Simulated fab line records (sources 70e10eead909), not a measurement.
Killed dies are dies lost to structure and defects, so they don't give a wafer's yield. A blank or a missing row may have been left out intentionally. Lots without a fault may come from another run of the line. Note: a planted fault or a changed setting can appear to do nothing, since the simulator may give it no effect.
Which tool did it? + flow nand harc + 12 lots, 34 wafers sampled, at 6 steps of a route of 1302

## WHAT EACH GAUGE READ, for each wafer
NHARC_P_CONTACT_INSPECT_14.
| lot  | measured     | on                | raw defect count |
|------|--------------|-------------------|------------------|
| L147 | day 5 23:36  | defect inspect-02 | 3 1 1            |
| L148 | day 6 07:49  | defect inspect-01 | 3 3 3            |
| L149 | day 6 19:55  | defect inspect-02 | 5 2 2            |
| L150 | day 6 23:54  | defect inspect-01 | 4 2 5            |
| L151 | day 7 15:43  | defect inspect-01 | 6 8 6            |
| L153 | day 8 15:50  | defect inspect-02 | 3 8 5            |
| L160 | day 11 09:21 | defect inspect-01 | 3 5 5            |
| L161 | day 11 21:17 | defect inspect-01 | 2 6 2            |
| L164 | day 13 00:37 | defect inspect-01 | 270 267          |
| L165 | day 13 15:40 | defect inspect-01 | 3 4 5            |
| L169 | day 15 00:19 | defect inspect-01 | 5 2 3            |
| L170 | day 15 16:43 | defect inspect-01 | 3 0 3            |

NHARC_END_SORT_01.
| lot  | measured     | on        | killed at array | killed at other | killed at periphery | killed dies | killed open | killed short |
|------|--------------|-----------|-----------------|-----------------|---------------------|-------------|-------------|--------------|
| L164 | day 32 06:55 | prober-01 | 70              | 0               | 200                 | 270         | 2           | 2            |

## EACH LOT AND THE TOOL THAT RAN IT (in order: tool; ch and the chambers of the sampled wafers; start)
| lot  | NHARC_P_CONTACT_DEP_00                     | NHARC_P_CONTACT_CMP_01        | NHARC_P_CONTACT_STRIP_28           | NHARC_P_CONTACT_CVD_23                 |
|------|--------------------------------------------|-------------------------------|------------------------------------|----------------------------------------|
| L147 | pecvd-02 ch 0,1,2, day 5 22:40 or earlier  | cmp-03 ch 1,2,3, day 5 22:40  | rie diel-02 ch 1,2, day 6 00:37    | cvd w-02 ch 0,1, no start              |
| L148 | pecvd-04 ch 0,1,2, day 6 06:53 or earlier  | cmp-01 ch 1,3, day 6 06:53    | rie diel-02 ch 0,2,3, day 6 08:51  | cvd w-02 ch 0,1, no start              |
| L149 | pecvd-03 ch 0,1, day 6 18:57 or earlier    | cmp-01 ch 0,1,2, day 6 18:57  | rie diel-10 ch 0,1,3, day 6 21:04  | cvd w-02 ch 0,1, no start              |
| L150 | pecvd-04 ch 1,2, day 6 23:00 or earlier    | cmp-04 ch 0,1,3, day 6 23:00  | rie diel-10 ch 0,2, day 7 00:56    | cvd w-02 ch 0,1, no start              |
| L151 | pecvd-04 ch 0,1, day 7 14:58 or earlier    | cmp-04 ch 1,2,3, day 7 14:58  | rie diel-02 ch 2,3, day 7 16:44    | cvd w-02 ch 1, no start                |
| L153 | pecvd-02 ch 0,1, day 8 15:02 or earlier    | cmp-03 ch 1,3, day 8 15:02    | rie diel-10 ch 0,1, day 8 16:50    | cvd w-02 ch 0,1, no start              |
| L160 | pecvd-04 ch 0,1,2, day 11 08:27 or earlier | cmp-04 ch 0,1,3, day 11 08:27 | rie diel-02 ch 2,3, day 11 10:22   | cvd w-01 ch 0,1, no start              |
| L161 | pecvd-02 ch 0,1, day 11 20:22 or earlier   | cmp-01 ch 0,1,3, day 11 20:22 | rie diel-02 ch 1,2, day 11 22:17   | cvd w-01 ch 0,1, no start              |
| L164 | pecvd-04 ch 0, day 12 23:54 or earlier     | cmp-04 ch 2, day 12 23:54     | rie diel-01 ch 0, day 13 10:37     | cvd w-01 ch 1, day 32 06:55 or earlier |
| L165 | pecvd-04 ch 0,1,2, day 13 14:50 or earlier | cmp-03 ch 0,1,2, day 13 14:50 | rie diel-10 ch 1,2,3, day 13 16:40 | cvd w-02 ch 0,1, no start              |
| L169 | pecvd-04 ch 0,1, day 14 23:25 or earlier   | cmp-03 ch 0,1,3, day 14 23:25 | rie diel-01 ch 1,2,3, day 15 01:20 | cvd w-02 ch 0,1, no start              |
| L170 | pecvd-04 ch 1,2, day 15 15:53 or earlier   | cmp-03 ch 0,2,3, day 15 15:53 | rie diel-02 ch 0,1,2, day 15 17:44 | cvd w-01 ch 0,1, no start              |
- NHARC_P_CONTACT_DEP_00: deposits SiO2, target thk 500 nm.
- NHARC_P_CONTACT_CMP_01: polishes SiO2, target thk 200 nm.
- NHARC_P_CONTACT_STRIP_28: strips in O2.
- NHARC_P_CONTACT_CVD_23: deposits W, target thk 200 nm, time 557 s.

## WHAT THE TOOLS THEMSELVES READ (means of the sampled wafers that have a number; where no wafer has one, the mark that the record gives instead)
NHARC_P_CONTACT_DEP_00.
| lot  | tool     | heater power w (W) | throttle valve pct (%) |
|------|----------|--------------------|------------------------|
| L147 | pecvd-02 | 582                | 15.6                   |
| L148 | pecvd-04 | 477                | 16.0                   |
| L149 | pecvd-03 | 550                | 15.8                   |
| L150 | pecvd-04 | 428                | 15.5                   |
| L151 | pecvd-04 | 531                | 16.3                   |
| L153 | pecvd-02 | 614                | 16.2                   |
| L160 | pecvd-04 | 486                | 16.2                   |
| L161 | pecvd-02 | 617                | 16.0                   |
| L164 | pecvd-04 | 445                | 15.9                   |
| L165 | pecvd-04 | 447                | 15.7                   |
| L169 | pecvd-04 | 428                | 16.1                   |
| L170 | pecvd-04 | 431                | 15.4                   |

NHARC_P_CONTACT_CMP_01.
| lot  | tool   | motor current A (A) | pad life wafers | retaining ring pressure frac |
|------|--------|---------------------|-----------------|------------------------------|
| L147 | cmp-03 | 12.2                | 200             | 1.001                        |
| L148 | cmp-01 | 13.1                | 146             | 1.004                        |
| L149 | cmp-01 | 12.3                | 182             | 0.999                        |
| L150 | cmp-04 | 11.0                | 98              | 1.001                        |
| L151 | cmp-04 | 10.4                | 165             | 0.999                        |
| L153 | cmp-03 | 12.0                | 50              | 1.002                        |
| L160 | cmp-04 | 11.1                | 140             | 1.004                        |
| L161 | cmp-01 | 12.3                | 254             | 0.998                        |
| L164 | cmp-04 | 10.2                | -               | 0.998                        |
| L165 | cmp-03 | 12.7                | 151             | 1.000                        |
| L169 | cmp-03 | 12.7                | 327             | 0.999                        |
| L170 | cmp-03 | 12.3                | 373             | 1.003                        |

NHARC_P_CONTACT_STRIP_28.
| lot  | tool        | drypump motor current A (A) | oes product au (a.u.) | rf vpp V (V) | showerhead plenum p Torr (Torr) | throttle valve pct (%) |
|------|-------------|-----------------------------|-----------------------|--------------|---------------------------------|------------------------|
| L147 | rie diel-02 | 5.8                         | 1.005                 | 58.2         | 3.57                            | 17.034                 |
| L148 | rie diel-02 | 5.8                         | 0.995                 | 57.8         | 3.61                            | 17.050                 |
| L149 | rie diel-10 | 6.0                         | 0.989                 | 58.4         | 3.49                            | 17.036                 |
| L150 | rie diel-10 | 5.9                         | 1.012                 | 58.1         | 3.56                            | 17.043                 |
| L151 | rie diel-02 | 5.7                         | 0.994                 | 57.9         | 3.61                            | 17.033                 |
| L153 | rie diel-10 | 6.1                         | 0.991                 | 57.8         | 3.60                            | 17.029                 |
| L160 | rie diel-02 | 5.5                         | 0.982                 | 57.5         | 3.57                            | 17.036                 |
| L161 | rie diel-02 | 5.8                         | 0.987                 | 57.6         | 3.56                            | 17.037                 |
| L164 | rie diel-01 | 5.9                         | 1.000                 | 56.3         | 3.35                            | 17.024                 |
| L165 | rie diel-10 | 6.0                         | 1.006                 | 57.5         | 3.38                            | 17.029                 |
| L169 | rie diel-01 | 5.7                         | 0.998                 | 57.2         | 3.43                            | 17.025                 |
| L170 | rie diel-02 | 6.0                         | 0.996                 | 57.9         | 3.56                            | 17.032                 |

NHARC_P_CONTACT_CVD_23.
| lot  | tool     | heater power w (W) | throttle valve pct (%) |
|------|----------|--------------------|------------------------|
| L147 | cvd w-02 | 467                | 8.30                   |
| L148 | cvd w-02 | 472                | 8.30                   |
| L149 | cvd w-02 | 478                | 8.41                   |
| L150 | cvd w-02 | 474                | 8.25                   |
| L151 | cvd w-02 | 476                | 8.42                   |
| L153 | cvd w-02 | 477                | 8.41                   |
| L160 | cvd w-01 | 482                | 8.15                   |
| L161 | cvd w-01 | 482                | 8.20                   |
| L164 | cvd w-01 | 453                | 8.21                   |
| L165 | cvd w-02 | 501                | 8.28                   |
| L169 | cvd w-02 | 496                | 8.29                   |
| L170 | cvd w-01 | 474                | 8.25                   |

## THE ANSWER, worked out from the rows above alone
Rule: usual is defined by the lots themselves. The widest of any qualifying gaps counts: lots, ordered by their means at a reading, are off when they make up no more than a third of the lots, leave a main group of 4 or more, and stand apart from it by 3 or more times the standard deviation of that group's means. A main group is skipped when, at the precision printed for the reading in the tables above, its means are all equal. Also off: a lot with no number at a reading for which 4 or more lots have one. Any other lot the step has rows for is counted as sound. After the gauges, taken in route order, come the tools' own readings; for these a lot's mean is taken, as printed above. The first step at which some lot is off is used, and at that step the reading that is off furthest; a lot without a number counts as furthest.
Off at NHARC_P_CONTACT_INSPECT_14 (raw defect count): L164. The main group has a mean of 3.7 with a standard deviation of 1.4.
If a tool, at a process step before that reading, ran all the lots that are off and no sound lot after the first of them, it fits. The gauges at NHARC_P_CONTACT_INSPECT_14 aren't tried: what is off there is off at NHARC_P_CONTACT_CMP_01 too, on other tools, and a gauge's error can't cause that. With no start given for some of its lots, NHARC_P_CONTACT_DEP_00 uses the hours and lot order of NHARC_P_CONTACT_CMP_01. One candidate fits, namely cmp-04 at NHARC_P_CONTACT_CMP_01. A fault onset in the window from L160 (day 11 08:27, its last sound lot) to L164 (day 12 23:54, its first lot off) fits.
Blank at NHARC_P_CONTACT_CMP_01 on the lots that are off, where sound lots have numbers: pad life wafers.

## WHAT THE SIMULATOR HAD PUT IN
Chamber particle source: cmp-04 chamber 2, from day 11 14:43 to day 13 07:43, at NHARC_P_CONTACT_CMP_01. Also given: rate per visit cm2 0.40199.
Shown lots that were struck: L164. Same finding as the rule above.
